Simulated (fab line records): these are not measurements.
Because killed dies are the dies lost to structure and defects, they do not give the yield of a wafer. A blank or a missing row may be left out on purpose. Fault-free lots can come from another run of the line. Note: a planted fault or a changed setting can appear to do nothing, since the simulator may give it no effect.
Struck lot and sound lot, side by side	flow n5_finfet	17 out of 1938 route steps
Sound: wafers L818.2, L818.4, L818.6. Struck: wafers L826.1, L826.6. (L826.4 of the same lot was not struck and is left out.) The cause comes at the end.
At each step with rows: each side's tool, then ch and its chambers, then its first start. Under that, the readings that differ: sound wafers	struck wafers	difference of the means	sigmas: that difference in standard deviations of wafers without a fault.
alike: words and numbers the same on both sides, and readings whose means are apart by under 2 such deviations; not compared: readings that were withheld, readings missing a value for some wafer, numbers with overlapping values and no deviation given by the record, and bounds like >300 which may hide the same value.
A row with sigmas, a row that says differs or no value, or rows on one side alone: a step with any of these is where the two part. When numbers do not overlap yet have no deviation, they are printed without sigmas and do not part them. Lack of a reading on every wafer of one side parts them only where that side has two or more wafers.

first, 6 steps without rows for these wafers: N5_BEOL_M8_COAT_22 (resist thk 30 nm); N5_BEOL_M8_EBR_24; N5_BEOL_M8_SOFTBAKE_23 (time 60 s); N5_BEOL_M8_EXPOSE_25 (exposes mask V7, target cd 40 nm); N5_BEOL_M8_PEB_26 (peb time 60 s); N5_BEOL_M8_DEVELOP_27 (develop time 30 s).
N5_BEOL_M8_CD_MEAS_28: the cd target is 40 nm.
  sound on cd_sem-03 ch 0, day 10 08:51; struck on cd_sem-01 ch 0, day 12 21:33
  alike: cd_nm
N5_BEOL_M8_OVL_MEAS_29:
  sound on overlay-01 ch 0, day 10 08:54; struck on overlay-02 ch 0, day 12 21:35
  alike: V7_OVL
N5_BEOL_M8_INSPECT_30: inspects for defects (brightfield).
  struck on defect_inspect-02, day 12 21:38; sound on defect_inspect-01, day 10 08:57
  alike: raw_defect_count
N5_BEOL_M8_DESCUM_33: chemistry O2, time 7 s.
  sound on rie_diel-04 ch 0,1,3, day 10 09:07; struck on rie_diel-04 ch 0, day 12 21:50
  alike: drypump_motor_current_A, oes_product_au, rf_vpp_V, showerhead_plenum_p_Torr, throttle_valve_pct
  not compared: rf_hours_counter_h
N5_BEOL_M8_ETCH_72: etches underlayer in N2/H2, target depth 6.5 nm, time 5.2 s.
  sound on rie_diel-04 ch 0,1,3, day 10 09:10; struck on rie_diel-04 ch 0, day 12 21:53
  alike: drypump_motor_current_A, etch_rf_on_time_s, n2_flow_sccm, oes_product_au, rf_fwd_power_W, rf_vpp_V, showerhead_plenum_p_Torr, throttle_valve_pct
  not compared: rf_hours_counter_h
N5_BEOL_M8_ETCH_65: etches SiARC in CF4, target depth 15.6 nm, time 26 s.
  sound on rie_diel-04 ch 0,1,3, day 10 09:11; struck on rie_diel-04 ch 0, day 12 21:53
  alike: cf4_flow_sccm, drypump_motor_current_A, etch_rf_on_time_s, oes_product_au, rf_fwd_power_W, rf_vpp_V, showerhead_plenum_p_Torr, throttle_valve_pct
  not compared: rf_hours_counter_h
N5_BEOL_M8_ETCH_66: etches SOC in N2/H2, target depth 80 nm, overetch 16 nm, time 120 s.
  sound on rie_diel-04 ch 0,1,3, day 10 09:12; struck on rie_diel-04 ch 0, day 12 21:55
reading	sound	struck	difference	sigmas
rf_fwd_power_W (W)	830.4 834.8 839.0	1040.1 1038.2	+204.4	+76
rf_vpp_V (V)	521.9 526.2 524.5	487.9 488.5	-36.0	-20
model.SiARC_of_BEOL_M8_COAT_64.thk_nm (nm)	6.4 6.4 6.4	5.6 5.8	-0.7	
model.BEOL_M8.cd_nm (nm)	40 40 39.8	40.6 40.4	+0.6	
  alike: drypump_motor_current_A, n2_flow_sccm, oes_product_au, showerhead_plenum_p_Torr, throttle_valve_pct
  not compared: rf_hours_counter_h
then, 2 steps without rows for these wafers: N5_BEOL_M8_STRIP_69 (strips in N2/H2); N5_BEOL_M8_STRIP_73 (strips in N2/H2).
N5_BEOL_M8_VIA_ETCH_34: etches SiCOH lowk in C4F6/O2, target depth 125.5 nm, time 50.5 s.
  sound on rie_diel-04 ch 0,1,3, day 10 09:18; struck on rie_diel-04 ch 0, day 12 22:01
reading	sound	struck	difference	sigmas
model.BEOL_M8.cd_nm (nm)	40 40 39.8	40.6 40.4	+0.6	
  alike: drypump_motor_current_A, oes_product_au, rf_fwd_power_W, rf_vpp_V, showerhead_plenum_p_Torr, throttle_valve_pct
  not compared: rf_hours_counter_h
then, 1 step without rows for these wafers: N5_BEOL_M8_STRIP_76 (strips in C4F6/O2).

## WHERE THEY PART
At N5_BEOL_M8_ETCH_66 and nowhere else, as far as this record goes. Later steps at which nothing parts them and some readings are alike: N5_BEOL_M8_VIA_ETCH_34.

WHY: the cause the simulator had injected
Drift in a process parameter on rie_diel-04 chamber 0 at N5_BEOL_M8_ETCH_66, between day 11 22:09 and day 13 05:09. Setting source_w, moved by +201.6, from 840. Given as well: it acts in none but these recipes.
